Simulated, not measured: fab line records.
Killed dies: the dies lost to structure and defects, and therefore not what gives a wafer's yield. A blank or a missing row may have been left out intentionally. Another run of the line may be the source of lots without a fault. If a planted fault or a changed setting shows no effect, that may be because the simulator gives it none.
Struck lot and sound lot, side by side -- flow n5-finfet -- 16 steps out of a route of 1938
Sound: these wafers, L320.1, L320.3, L320.4. Struck: wafer L327.2 (left out: L327.4, L327.6 of the same lot, which were not struck); the cause appears at the end.
Each step with rows lists, per side, the tool, then ch with its chambers, then its first start. Under that, the readings that differ: sound wafers -- struck wafers -- difference of the means -- sigmas: that difference in standard deviations of wafers without a fault.
alike: words and numbers the same on both sides, and readings whose means are apart by under 2 such deviations; not compared: readings that were withheld, readings missing a value for some wafer, numbers with overlapping values and no deviation given by the record, and bounds like >300 which may hide the same value.
Wherever a step has rows on one side only, a row that says differs or no value, or a row with sigmas, the two part there. Numbers that have no deviation but don't overlap get no sigmas and don't part them. A reading that every wafer of one side lacks parts them only if that side has two wafers or more.

first, 7 steps without rows for these wafers: N5_MIM_BOT_LITHO_COAT_02; N5_MIM_BOT_LITHO_EBR_04; N5_MIM_BOT_LITHO_SOFTBAKE_03 (time 90 s); N5_MIM_BOT_LITHO_EXPOSE_05 (exposes mask MIM BOT); N5_MIM_BOT_LITHO_PEB_06; N5_MIM_BOT_LITHO_DEVELOP_07 (develop time 60 s); N5_MIM_BOT_LITHO_HARDBAKE_09 (time 120 s).
N5_MIM_BOT_LITHO_CD_MEAS_08 targets a cd of 3000 nm.
  sound on cd-sem-02 ch 0, day 15 01:22; struck on cd-sem-01 ch 0, day 20 03:35
  alike: cd-nm
N5_MIM_BOT_LITHO_OVL_MEAS_11:
  sound on overlay-01 ch 0, day 15 01:23; struck on overlay-02 ch 0, day 20 03:36
  alike: MIM_BOT_OVL
N5_MIM_BOT_LITHO_INSPECT_12: inspects for defects (macro).
  struck on defect-inspect-01, day 20 03:38; sound on defect-inspect-02, day 15 01:25
  alike: raw-defect-count
N5_MIM_BOT_LITHO_DESCUM_10: chemistry O2, time 7.9 s.
  sound on rie-diel-04 ch 1,3, day 15 01:44; struck on rie-diel-05 ch 2, day 20 04:05
  alike: drypump-motor-current-A, o2-flow-sccm, oes-product-au, rf-vpp-V, showerhead-plenum-p-Torr, throttle-valve-pct
  not compared: rf-hours-counter-h
N5_MIM_BOT_ETCH_ETCH_04: etches SiNx in CF4/O2, target depth 26 nm, time 13 s.
  sound on rie-diel-04 ch 1,3, day 15 01:48; struck on rie-diel-05 ch 2, day 20 04:10
  alike: drypump-motor-current-A, mfc-ar-sccm, oes-product-au, rf-vpp-V, showerhead-plenum-p-Torr, throttle-valve-pct
  not compared: rf-hours-counter-h
N5_MIM_BOT_ETCH_ETCH_03: etches the open film in Cl2/BCl3, target depth 12 nm.
  sound on rie-metal-02 ch 0,1, day 15 01:53; struck on rie-metal-02 ch 1, day 20 04:15
reading,sound,struck,difference,sigmas
oes-product-au (a.u.),0.76 0.76 0.76,0.91,+0.15,+3
model.etch.depth-nm (nm),11.74 11.66 11.14,15.36,+3.85,
model.MIM_BOT_ETCH.cd-offset-nm (nm),0 -0.2 0.4,-1.2,-1.3,
  alike: drypump-motor-current-A, throttle-valve-pct
  not compared: rf-hours-counter-h
N5_MIM_BOT_ETCH_ETCH_00: etches TiN in Cl2/BCl3, target depth 45.5 nm.
  sound on rie-metal-02 ch 0,1, day 15 01:58; struck on rie-metal-02 ch 1, day 20 04:20
reading,sound,struck,difference,sigmas
model.MIM_BOT_ETCH.cd-offset-nm (nm),-0.2 -0.4 0.2,-1.6,-1.5,
  alike: drypump-motor-current-A, mfc-ar-sccm, oes-product-au, throttle-valve-pct
  not compared: rf-hours-counter-h
N5_MIM_BOT_ETCH_STRIP_01: strips in O2.
  sound on rie-diel-04 ch 1,3, day 15 02:07; struck on rie-diel-04 ch 0, day 20 04:31
reading,sound,struck,difference,sigmas
o2-flow-sccm (sccm),225.6 225.8 224.7,223.8,-1.6,-2
  alike: drypump-motor-current-A, oes-product-au, rf-vpp-V, showerhead-plenum-p-Torr, throttle-valve-pct
  not compared: rf-hours-counter-h
N5_PASSIVATION_PROBE_49:
  rows exist in the record for the sound wafers here (prober-02, day 15 11:19), none for the struck ones

## WHERE THEY PART
First at N5_MIM_BOT_ETCH_ETCH_03; last, within this record, at N5_PASSIVATION_PROBE_49.

WHY: what the simulator had put in
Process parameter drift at N5_MIM_BOT_ETCH_ETCH_03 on rie-metal-02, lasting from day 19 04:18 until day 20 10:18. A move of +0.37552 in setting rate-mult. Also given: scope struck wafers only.
